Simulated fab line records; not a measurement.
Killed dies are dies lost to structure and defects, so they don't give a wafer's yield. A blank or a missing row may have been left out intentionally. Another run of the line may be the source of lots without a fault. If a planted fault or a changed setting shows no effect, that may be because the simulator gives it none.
Split-lot experiment	flow n5Finfet	on a route of 1938 steps: 7 lots, 39 wafers read

THE SPLIT
At N5_STI_FIN_REVEAL_ETCHBACK_08 (etches SiO2 in C4F6/O2, target depth 30.5 nm, time 10.167 s), the setting timeS was moved away from the recipe's 10.167 s on 18 of the 39 wafers read, by -27.9% to +48.2%. The other wafers ran this setting at the recipe's value.

FROM THE SPLIT TO THE READING: what the file shows between them, 3 steps
- N5_STI_FIN_REVEAL_STRIP_24: strips in N2/H2, time 90 s
- N5_STI_FIN_REVEAL_PRECLEAN_25: cleans in SPM, time 90 s
- N5_STI_FIN_REVEAL_SRD_23: time 30 s

THE READING
trenchDepthNm, in nm, at N5_STI_FIN_REVEAL_FIN_H_MEAS_10. A value of 52.0 nm with a standard deviation of 0.5 nm is what fault-free wafers of this fab line usually give.

wafer	tool, chamber at the split	timeS as run, s	against the recipe	trenchDepthNm, nm	against lot-mates on the recipe
L074.2	rieDiel-04, 3,0,1	10.167	recipe	52.1	-
L074.3	rieDiel-04, 3,0,1	10.167	recipe	52.6	-
L074.5	rieDiel-04, 3,0,1	10.167	recipe	53.2	-
L075.1	rieDiel-05, 2,3,0	14.17	+39.4%	63.5	+11.9
L075.2	rieDiel-05, 1,0,1	10.167	recipe	51.5	-
L075.3	rieDiel-05, 1,0,1	10.167	recipe	52.1	-
L075.4	rieDiel-05, 2,3,0	14.17	+39.4%	62.9	+11.3
L075.5	rieDiel-05, 1,0,1	10.167	recipe	51.1	-
L075.6	rieDiel-05, 2,3,0	14.17	+39.4%	64.0	+12.4
L077.1	rieDiel-05, 3,2,3	10.167	recipe	52.3	-
L077.2	rieDiel-05, 3,2,3	10.167	recipe	51.3	-
L077.3	rieDiel-05, 1,0,2	14.85	+46.1%	65.6	+13.8
L077.4	rieDiel-05, 1,0,2	14.85	+46.1%	66.0	+14.2
L077.5	rieDiel-05, 3,2,3	10.167	recipe	51.8	-
L077.6	rieDiel-05, 1,0,2	14.85	+46.1%	65.7	+13.9
L079.1	rieDiel-05, 0,2,3	7.334	-27.9%	43.3	-8.8
L079.2	rieDiel-05, 0,2,3	7.334	-27.9%	43.0	-9.1
L079.3	rieDiel-05, 1,0,3	10.167	recipe	52.2	-
L079.4	rieDiel-05, 0,2,3	7.334	-27.9%	43.2	-8.9
L079.5	rieDiel-05, 1,0,3	10.167	recipe	52.4	-
L079.6	rieDiel-05, 1,0,3	10.167	recipe	51.6	-
L085.1	rieDiel-04, 2,0,3	10.167	recipe	51.8	-
L085.2	rieDiel-04, 1,3,0	14.22	+39.9%	65.0	+12.8
L085.3	rieDiel-04, 1,3,0	14.22	+39.9%	64.2	+12.0
L085.4	rieDiel-04, 1,3,0	14.22	+39.9%	64.6	+12.4
L085.5	rieDiel-04, 2,0,3	10.167	recipe	52.6	-
L085.6	rieDiel-04, 2,0,3	10.167	recipe	52.2	-
L091.1	rieDiel-01, 0,3,2	10.167	recipe	51.0	-
L091.2	rieDiel-01, 1,2,3	15.07	+48.2%	66.4	+15.4
L091.3	rieDiel-01, 1,2,3	15.07	+48.2%	66.0	+15.0
L091.4	rieDiel-01, 0,3,2	10.167	recipe	51.4	-
L091.5	rieDiel-01, 1,2,3	15.07	+48.2%	65.5	+14.5
L091.6	rieDiel-01, 0,3,2	10.167	recipe	50.6	-
L094.1	rieDiel-05, 3,0,1	10.167	recipe	51.4	-
L094.2	rieDiel-05, 1,2,0	14.97	+47.2%	66.4	+14.6
L094.3	rieDiel-05, 3,0,1	10.167	recipe	52.2	-
L094.4	rieDiel-05, 1,2,0	14.97	+47.2%	65.9	+14.1
L094.5	rieDiel-05, 3,0,1	10.167	recipe	51.7	-
L094.6	rieDiel-05, 1,2,0	14.97	+47.2%	66.5	+14.7
The file does not say which wafer passed through which chamber wherever a row lists several chambers: such a row stands for several wafers.

THE FIT
A straight line over all 39 wafers: trenchDepthNm changes by +0.303 nm for each +1% of timeS; r = +1.00; the points scatter about the line by 0.57 nm.
The same after taking each lot's own level away (the mean of its wafers on the recipe; 39 wafers): +0.309 nm for each +1%; r = +1.00; scatter 0.37 nm.
Per that fit: largest timeS move, reading shift of 15 nm.
The lots' own levels span 51.00 to 52.63 nm, that is 3.3 times the standard deviation above.
So the lot-to-lot level changes the slope little: the two slopes agree.
Check: +14.8 nm against its lot-mates is what the line predicts for one of the wafers moved furthest among these (+48.2%) when that wafer is left out of the fit. It came out at +15.4 nm against them.

OTHER SPLITS APPLIED TO THESE WAFERS
These wafers also went through other splits before the reading. Each is held against what the fit with the lots' levels taken away leaves over:
other split on the same wafers	wafers away from the commonest value	r with trenchDepthNm (lot level and that fit taken away)
N5_ZERO_LAYER_DEVELOP_10 developTimeS	18	-0.20
N5_FIN_SAQP_PECVD_06 timeS	12	+0.09

FILE'S OWN FIT
trenchDepthNm changes by +0.307 nm for each +1% of timeS, r = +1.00.
